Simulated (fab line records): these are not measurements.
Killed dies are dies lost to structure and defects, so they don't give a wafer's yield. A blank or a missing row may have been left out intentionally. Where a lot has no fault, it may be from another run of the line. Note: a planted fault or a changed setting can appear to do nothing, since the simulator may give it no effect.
What tool caused it? | flow n5_finfet | 24 lots with 72 wafers sampled at 6 steps, on a route of 1938 steps

## WHAT THE GAUGES SHOWED, per wafer
N5_BEOL_M6_CD_MEAS_11 targets a cd of 38.5 nm.
lot  | measured     | on        | cd_nm (nm)
L074 | day 9 10:55  | cd_sem-03 | 38.5 38.3 39.1
L076 | day 9 14:22  | cd_sem-03 | 38.9 39.0 38.9
L075 | day 9 17:49  | cd_sem-03 | 38.3 38.0 38.7
L079 | day 10 00:55 | cd_sem-03 | 39.1 38.9 38.7
L078 | day 10 04:47 | cd_sem-02 | 38.2 38.2 39.6
L081 | day 10 20:29 | cd_sem-02 | 38.5 38.9 39.1
L082 | day 10 20:47 | cd_sem-02 | 38.6 39.0 38.8
L077 | day 11 05:57 | cd_sem-02 | 38.2 37.8 37.8
L080 | day 11 08:38 | cd_sem-03 | 39.0 38.8 39.3
L083 | day 11 18:20 | cd_sem-02 | 38.3 38.6 38.8
L084 | day 11 19:32 | cd_sem-03 | 37.5 37.9 38.1
L085 | day 12 02:43 | cd_sem-03 | 39.5 38.6 39.5
L086 | day 12 08:06 | cd_sem-03 | 38.1 38.3 38.9
L088 | day 12 12:29 | cd_sem-01 | 38.5 38.6 38.8
L087 | day 12 12:44 | cd_sem-03 | 38.5 38.9 37.9
L089 | day 13 05:50 | cd_sem-03 | 37.8 38.2 38.4
L090 | day 13 06:13 | cd_sem-03 | 38.7 38.6 39.0
L091 | day 13 19:04 | cd_sem-01 | 38.8 38.4 38.7
L092 | day 13 22:19 | cd_sem-01 | 39.1 39.4 39.2
L094 | day 14 04:51 | cd_sem-01 | 38.7 38.9 38.3
L095 | day 14 06:58 | cd_sem-01 | 38.5 38.5 38.2
L093 | day 14 08:22 | cd_sem-03 | 38.5 38.4 38.5
L096 | day 14 13:16 | cd_sem-01 | 39.7 38.4 39.0
L097 | day 14 14:07 | cd_sem-01 | 39.1 40.0 38.5

N5_BEOL_M6_OVL_MEAS_12.
lot  | measured     | on         | M6_OVL (nm)
L074 | day 9 10:56  | overlay-01 | -0.3 0.1 0.0
L076 | day 9 14:24  | overlay-02 | -0.7 0.2 0.6
L075 | day 9 17:51  | overlay-01 | -0.4 -0.4 0.7
L079 | day 10 00:56 | overlay-02 | -0.4 -0.5 0.6
L078 | day 10 04:49 | overlay-02 | 0.0 -0.7 0.3
L081 | day 10 20:31 | overlay-01 | -0.6 -0.6 -0.4
L082 | day 10 20:49 | overlay-02 | 0.4 0.8 -0.3
L077 | day 11 05:59 | overlay-02 | 0.8 1.1 0.4
L080 | day 11 08:40 | overlay-02 | -0.1 0.8 0.1
L083 | day 11 18:22 | overlay-01 | -0.7 -2.0 -1.0
L084 | day 11 19:34 | overlay-02 | -0.1 0.8 -0.3
L085 | day 12 02:45 | overlay-02 | 0.4 -1.0 1.3
L086 | day 12 08:08 | overlay-01 | -0.4 -0.6 -0.1
L088 | day 12 12:31 | overlay-02 | 0.1 -1.0 1.0
L087 | day 12 12:46 | overlay-01 | 0.7 0.1 1.0
L089 | day 13 05:52 | overlay-01 | 1.5 1.2 -0.4
L090 | day 13 06:14 | overlay-02 | 1.7 0.1 -1.2
L091 | day 13 19:05 | overlay-01 | 1.4 -0.2 -1.1
L092 | day 13 22:21 | overlay-02 | 1.7 0.2 1.5
L094 | day 14 04:53 | overlay-02 | 0.1 1.0 -0.1
L095 | day 14 07:00 | overlay-01 | -0.3 -0.1 0.2
L093 | day 14 08:23 | overlay-02 | 0.5 1.2 0.5
L096 | day 14 13:17 | overlay-01 | 0.1 -0.1 -0.2
L097 | day 14 14:09 | overlay-01 | -0.9 0.0 -1.6

## EACH LOT AND THE TOOL THAT RAN IT (in order: tool; ch and the chambers of the sampled wafers; start)
lot  | N5_BEOL_M5_DESCUM_33               | N5_BEOL_M5_ALD_86                   | N5_BEOL_M5_ANNEAL_49         | N5_BEOL_M5_ANNEAL_82
L074 | rie_diel-01 ch 0,3, day 8 23:41    | ald_metal-01 ch 0,3, day 9 01:29    | pvd_sputter-03, day 9 02:05  | pvd_sputter-03, day 9 03:11
L076 | rie_diel-02 ch 1,2, day 9 03:40    | ald_metal-03 ch 2,3, day 9 04:51    | pvd_sputter-01, day 9 05:37  | pvd_sputter-01, day 9 06:41
L075 | rie_diel-02 ch 1,2,3, day 9 07:07  | ald_metal-03 ch 2,3, day 9 08:43    | pvd_sputter-02, day 9 10:23  | pvd_sputter-02, day 9 11:28
L079 | rie_diel-01 ch 1,2,3, day 9 15:37  | ald_metal-02 ch 2,3, day 9 17:19    | pvd_sputter-01, day 9 17:58  | pvd_sputter-01, day 9 19:03
L078 | rie_diel-06 ch 1,3, day 9 20:01    | ald_metal-03 ch 0,1, day 9 21:09    | pvd_sputter-03, day 9 21:54  | pvd_sputter-03, day 9 22:59
L081 | rie_diel-06 ch 0,3, day 10 11:05   | ald_metal-02 ch 0,1,2, day 10 12:38 | pvd_sputter-01, day 10 13:21 | pvd_sputter-01, day 10 14:26
L082 | rie_diel-06 ch 1,2,3, day 10 12:16 | ald_metal-03 ch 1,3, day 10 13:28   | pvd_sputter-03, day 10 14:06 | pvd_sputter-03, day 10 15:11
L077 | rie_diel-01 ch 0,2, day 10 19:56   | ald_metal-01 ch 0,1, day 10 21:01   | pvd_sputter-03, day 10 23:05 | pvd_sputter-03, day 11 00:10
L080 | rie_diel-02 ch 0,1,2, day 10 22:42 | ald_metal-02 ch 1,2,3, day 11 00:00 | pvd_sputter-01, day 11 00:42 | pvd_sputter-01, day 11 01:47
L083 | rie_diel-01 ch 0,1,3, day 11 08:24 | ald_metal-01 ch 0,1,2, day 11 09:54 | pvd_sputter-03, day 11 10:30 | pvd_sputter-03, day 11 11:35
L084 | rie_diel-06 ch 0,1,3, day 11 09:22 | ald_metal-02 ch 0,1,2, day 11 10:25 | pvd_sputter-01, day 11 12:37 | pvd_sputter-01, day 11 13:42
L085 | rie_diel-02 ch 1,2,3, day 11 17:34 | ald_metal-03 ch 1,2,3, day 11 18:54 | pvd_sputter-03, day 11 19:29 | pvd_sputter-03, day 11 20:34
L086 | rie_diel-02 ch 0,1,3, day 11 21:25 | ald_metal-02 ch 0,2,3, day 11 22:35 | pvd_sputter-02, day 11 23:20 | pvd_sputter-02, day 12 00:25
L088 | rie_diel-06 ch 1,2,3, day 12 01:40 | ald_metal-02 ch 0,2,3, day 12 02:49 | pvd_sputter-03, day 12 03:47 | pvd_sputter-03, day 12 04:53
L087 | rie_diel-01 ch 0,1,2, day 12 03:37 | ald_metal-01 ch 1,2, day 12 05:07   | pvd_sputter-01, day 12 05:47 | pvd_sputter-01, day 12 06:52
L089 | rie_diel-01 ch 1,2, day 12 18:56   | ald_metal-01 ch 0,1,2, day 12 20:35 | pvd_sputter-03, day 12 21:55 | pvd_sputter-03, day 12 23:00
L090 | rie_diel-06 ch 0,2, day 12 19:23   | ald_metal-02 ch 0,2,3, day 12 20:43 | pvd_sputter-01, day 12 22:16 | pvd_sputter-01, day 12 23:22
L091 | rie_diel-02 ch 2,3, day 13 08:17   | ald_metal-03 ch 0,1,3, day 13 10:19 | pvd_sputter-01, day 13 10:58 | pvd_sputter-01, day 13 12:02
L092 | rie_diel-02 ch 0,2, day 13 13:38   | ald_metal-03 ch 0,3, day 13 14:49   | pvd_sputter-02, day 13 15:26 | pvd_sputter-02, day 13 16:31
L094 | rie_diel-06 ch 0,2,3, day 13 18:56 | ald_metal-01 ch 0,2, day 13 21:26   | pvd_sputter-01, day 13 21:59 | pvd_sputter-01, day 13 23:05
L095 | rie_diel-06 ch 0,1,3, day 13 21:16 | ald_metal-03 ch 0,2,3, day 13 22:40 | pvd_sputter-03, day 13 23:52 | pvd_sputter-03, day 14 00:57
L093 | rie_diel-01 ch 0,1,3, day 13 21:40 | ald_metal-01 ch 0,2, day 13 22:49   | pvd_sputter-02, day 14 01:02 | pvd_sputter-02, day 14 02:08
L096 | rie_diel-02 ch 0,1,2, day 14 02:23 | ald_metal-03 ch 0,3, day 14 03:43   | pvd_sputter-01, day 14 04:32 | pvd_sputter-01, day 14 05:37
L097 | rie_diel-06 ch 0,1,2, day 14 04:34 | ald_metal-01 ch 1,2,3, day 14 06:06 | pvd_sputter-02, day 14 06:39 | pvd_sputter-02, day 14 07:44
- N5_BEOL_M5_DESCUM_33: chemistry O2, time 7 s.
- N5_BEOL_M5_ALD_86: deposits TaN, pulse time 2 s, purge time 3 s, co reactant purge time 2 s.
- N5_BEOL_M5_ANNEAL_49: time 1800 s.
- N5_BEOL_M5_ANNEAL_82: time 1800 s.

## WHAT THE TOOLS THEMSELVES READ (means of the sampled wafers that have a number; where no wafer has one, the mark that the record gives instead)
N5_BEOL_M5_DESCUM_33.
lot  | tool        | drypump_motor_current_A (A) | oes_product_au (a.u.) | rf_vpp_V (V) | showerhead_plenum_p_Torr (Torr) | throttle_valve_pct (%)
L074 | rie_diel-01 | 6.2                         | 0.82                  | 242.6        | 2.03                            | 20.33
L076 | rie_diel-02 | 5.9                         | 0.70                  | 242.5        | 2.08                            | 20.74
L075 | rie_diel-02 | 6.0                         | 0.75                  | 243.0        | 2.10                            | 20.61
L079 | rie_diel-01 | 5.8                         | 0.75                  | 241.9        | 2.04                            | 20.41
L078 | rie_diel-06 | 5.3                         | 0.73                  | 243.2        | 2.13                            | 20.46
L081 | rie_diel-06 | 5.3                         | 0.79                  | 244.2        | 2.12                            | 20.65
L082 | rie_diel-06 | 5.6                         | 0.72                  | 242.8        | 2.11                            | 20.55
L077 | rie_diel-01 | 6.2                         | 0.87                  | 242.2        | 2.07                            | 20.23
L080 | rie_diel-02 | 5.6                         | 0.86                  | 242.7        | 2.07                            | 20.49
L083 | rie_diel-01 | 6.0                         | 0.80                  | 241.3        | 2.01                            | 20.23
L084 | rie_diel-06 | 5.4                         | 0.78                  | 242.9        | 2.10                            | 20.47
L085 | rie_diel-02 | 6.0                         | 0.83                  | 243.3        | 2.09                            | 20.53
L086 | rie_diel-02 | 5.7                         | 0.88                  | 242.9        | 2.05                            | 20.45
L088 | rie_diel-06 | 5.6                         | 0.71                  | 243.8        | 2.11                            | 20.57
L087 | rie_diel-01 | 5.9                         | 0.79                  | 243.1        | 2.04                            | 20.27
L089 | rie_diel-01 | 5.6                         | 0.73                  | 241.7        | 2.01                            | 20.32
L090 | rie_diel-06 | 5.8                         | 0.83                  | 242.0        | 2.07                            | 20.75
L091 | rie_diel-02 | 6.2                         | 0.75                  | 244.0        | 2.11                            | 20.52
L092 | rie_diel-02 | 5.3                         | 0.77                  | 242.7        | 2.06                            | 20.48
L094 | rie_diel-06 | 5.7                         | 0.76                  | 242.9        | 2.10                            | 20.76
L095 | rie_diel-06 | 5.4                         | 0.76                  | 242.8        | 2.10                            | 20.48
L093 | rie_diel-01 | 6.0                         | 0.78                  | 241.2        | 2.00                            | 20.26
L096 | rie_diel-02 | 5.6                         | 0.81                  | 243.0        | 2.06                            | 20.53
L097 | rie_diel-06 | 5.8                         | 0.76                  | 242.5        | 2.08                            | 20.57

N5_BEOL_M5_ALD_86.
lot  | tool         | heater_power_outer_w (W) | heater_power_w (W)
L074 | ald_metal-01 | 233                      | 425
L076 | ald_metal-03 | 233                      | 415
L075 | ald_metal-03 | 217                      | 379
L079 | ald_metal-02 | 225                      | 386
L078 | ald_metal-03 | 223                      | 424
L081 | ald_metal-02 | 220                      | 390
L082 | ald_metal-03 | 195                      | 366
L077 | ald_metal-01 | 206                      | 388
L080 | ald_metal-02 | 223                      | 387
L083 | ald_metal-01 | 217                      | 400
L084 | ald_metal-02 | 222                      | 393
L085 | ald_metal-03 | 213                      | 392
L086 | ald_metal-02 | 234                      | 407
L088 | ald_metal-02 | 231                      | 406
L087 | ald_metal-01 | 211                      | 400
L089 | ald_metal-01 | 217                      | 403
L090 | ald_metal-02 | 231                      | 412
L091 | ald_metal-03 | 215                      | 393
L092 | ald_metal-03 | 215                      | 386
L094 | ald_metal-01 | 228                      | 428
L095 | ald_metal-03 | 229                      | 419
L093 | ald_metal-01 | 226                      | 418
L096 | ald_metal-03 | 218                      | 390
L097 | ald_metal-01 | 215                      | 405

N5_BEOL_M5_ANNEAL_49.
lot  | tool           | heater_power_w (W)
L074 | pvd_sputter-03 | 754
L076 | pvd_sputter-01 | 920
L075 | pvd_sputter-02 | 794
L079 | pvd_sputter-01 | 803
L078 | pvd_sputter-03 | 762
L081 | pvd_sputter-01 | 749
L082 | pvd_sputter-03 | 766
L077 | pvd_sputter-03 | 731
L080 | pvd_sputter-01 | 833
L083 | pvd_sputter-03 | 743
L084 | pvd_sputter-01 | 834
L085 | pvd_sputter-03 | 734
L086 | pvd_sputter-02 | 843
L088 | pvd_sputter-03 | 770
L087 | pvd_sputter-01 | 916
L089 | pvd_sputter-03 | 766
L090 | pvd_sputter-01 | 946
L091 | pvd_sputter-01 | 799
L092 | pvd_sputter-02 | 738
L094 | pvd_sputter-01 | 828
L095 | pvd_sputter-03 | 742
L093 | pvd_sputter-02 | 801
L096 | pvd_sputter-01 | 808
L097 | pvd_sputter-02 | 796

N5_BEOL_M5_ANNEAL_82.
lot  | tool           | heater_power_w (W)
L074 | pvd_sputter-03 | 754
L076 | pvd_sputter-01 | 912
L075 | pvd_sputter-02 | 799
L079 | pvd_sputter-01 | 805
L078 | pvd_sputter-03 | 764
L081 | pvd_sputter-01 | 740
L082 | pvd_sputter-03 | 761
L077 | pvd_sputter-03 | 747
L080 | pvd_sputter-01 | 838
L083 | pvd_sputter-03 | 753
L084 | pvd_sputter-01 | 831
L085 | pvd_sputter-03 | 742
L086 | pvd_sputter-02 | 846
L088 | pvd_sputter-03 | 759
L087 | pvd_sputter-01 | 932
L089 | pvd_sputter-03 | 772
L090 | pvd_sputter-01 | 939
L091 | pvd_sputter-01 | 807
L092 | pvd_sputter-02 | 731
L094 | pvd_sputter-01 | 837
L095 | pvd_sputter-03 | 751
L093 | pvd_sputter-02 | 803
L096 | pvd_sputter-01 | 798
L097 | pvd_sputter-02 | 789

## THE ANSWER, worked out from the rows above alone
Rule: the lots themselves supply what counts as usual. Put in order of their means at a reading, lots are off if they are a third of the lots or fewer, leave a main group of 4 or more, and stand apart from it by a gap of 3 or more times the standard deviation of the main group's means; of several such gaps the widest counts. A main group is skipped when, at the precision printed for the reading in the tables above, its means are all equal. A lot without any number at a reading at which 4 lots or more have one is off too. Where the step has rows for the other lots, those lots are counted as sound. First the gauges in route order, then the tools' own readings, where a lot's mean is used as printed above. The first step at which some lot is off is used, and at that step the reading that is off furthest; a lot without a number counts as furthest.
No lot is off at any reading shown: from this, nothing can be told.

## WHAT WAS PUT IN BY THE SIMULATOR
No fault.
